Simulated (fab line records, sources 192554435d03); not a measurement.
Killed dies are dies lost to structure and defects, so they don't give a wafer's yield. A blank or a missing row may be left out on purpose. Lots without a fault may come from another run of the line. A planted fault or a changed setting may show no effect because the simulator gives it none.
One fault seen from 3 desks | flow n5_finfet | each desk has only its own numbers; what lay behind them comes last

THE METROLOGY DESK
What the gauges read, lot by lot, whatever tool the lot ran on: means of the sampled wafers that have a number. A lot is out of limits, marked OUT, if its mean lies more than 4 standard deviations from the usual mean; the brackets give that distance. Of its 12 readings 7 are shown: those that lie furthest out on some lot.
Columns: A = DIBL_N at N5_BEOL_M4_RC_MEAS_101, usual 36.5 mV/V; B = DIBL_P at N5_BEOL_M4_RC_MEAS_101, usual 36.6 mV/V; C = IOFF_N at N5_BEOL_M4_RC_MEAS_101, usual 0.160 nA/um; D = IOFF_P at N5_BEOL_M4_RC_MEAS_101, usual 0.217 nA/um; E = ION_P at N5_BEOL_M4_RC_MEAS_101, usual 464 uA/um; F = VT_N at N5_BEOL_M4_RC_MEAS_101, usual 250.0 mV; G = VT_P at N5_BEOL_M4_RC_MEAS_101, usual -250 mV
lot  | first seen here | A    | B    | C     | D     | E   | F     | G
L727 | day 1 23:29     | 33.9 | 35.2 | 0.134 | 0.188 | 466 | 252.6 | -251
L731 | day 2 23:10     | 36.8 | 37.5 | 0.179 | 0.215 | 462 | 248.2 | -251
L733 | day 3 11:31     | 37.2 | 36.0 | 0.159 | 0.226 | 467 | 250.3 | -249
L742 | day 5 17:32     | 35.5 | 34.8 | 0.127 | 0.159 | 453 | 253.1 | -256
L747 | day 6 23:46     | 36.0 | 35.8 | 0.153 | 0.235 | 472 | 249.8 | -246
This desk's finding: nothing out of limits on any of the 5 lots.

THE TOOL OWNER'S DESK: rie_diel-05
The tool's own readings at N5_PMOS_HMC_CHANNEL_EPI_ETCH_32 (etches BARC in N2/H2, stops on SiO2, target depth 85.8 nm, time 50.3 s): means of the sampled wafers that have a number, for each lot that ran on this tool. A lot is out of limits, marked OUT, if its mean lies more than 4 standard deviations from the usual mean; the brackets give that distance.
Columns: A = drypump_motor_current_A at N5_PMOS_HMC_CHANNEL_EPI_ETCH_32, usual 5.7 A; B = oes_product_au at N5_PMOS_HMC_CHANNEL_EPI_ETCH_32, usual 0.71 a.u.; C = rf_vpp_V at N5_PMOS_HMC_CHANNEL_EPI_ETCH_32, usual 524.6 V; D = showerhead_plenum_p_Torr at N5_PMOS_HMC_CHANNEL_EPI_ETCH_32, usual 2.57 Torr; E = throttle_valve_pct at N5_PMOS_HMC_CHANNEL_EPI_ETCH_32, usual 17.86 %
lot  | first seen here | A   | B    | C     | D    | E
L733 | day 3 11:47     | 5.7 | 0.73 | 525.2 | 2.57 | 17.89
L747 | day 6 23:53     | 5.7 | 0.70 | 524.3 | 2.56 | 17.93
This desk's finding: nothing out of limits on any of the 2 lots.

THE DEFECT DESK
What the inspections along the route counted, lot by lot: means of the sampled wafers that have a number. A lot is out of limits, marked OUT, if its mean lies more than 4 standard deviations from the usual mean; the brackets give that distance.
Columns: A = raw_defect_count at N5_PMOS_HMC_CHANNEL_EPI_INSPECT_11, usual 2.1
lot  | first seen here | A
L727 | day 1 23:32     | 4.0
L731 | day 2 23:14     | 3.3
L733 | day 3 11:34     | 3.0
L742 | day 5 17:35     | 2.3
L747 | day 6 23:49     | 2.3
This desk's finding: nothing out of limits on any of the 5 lots.

PUT TOGETHER
The metrology desk saw nothing out of limits.
The tool owner's desk saw nothing out of limits.
The defect desk saw nothing out of limits.

WHAT THE SIMULATOR HAD PUT IN
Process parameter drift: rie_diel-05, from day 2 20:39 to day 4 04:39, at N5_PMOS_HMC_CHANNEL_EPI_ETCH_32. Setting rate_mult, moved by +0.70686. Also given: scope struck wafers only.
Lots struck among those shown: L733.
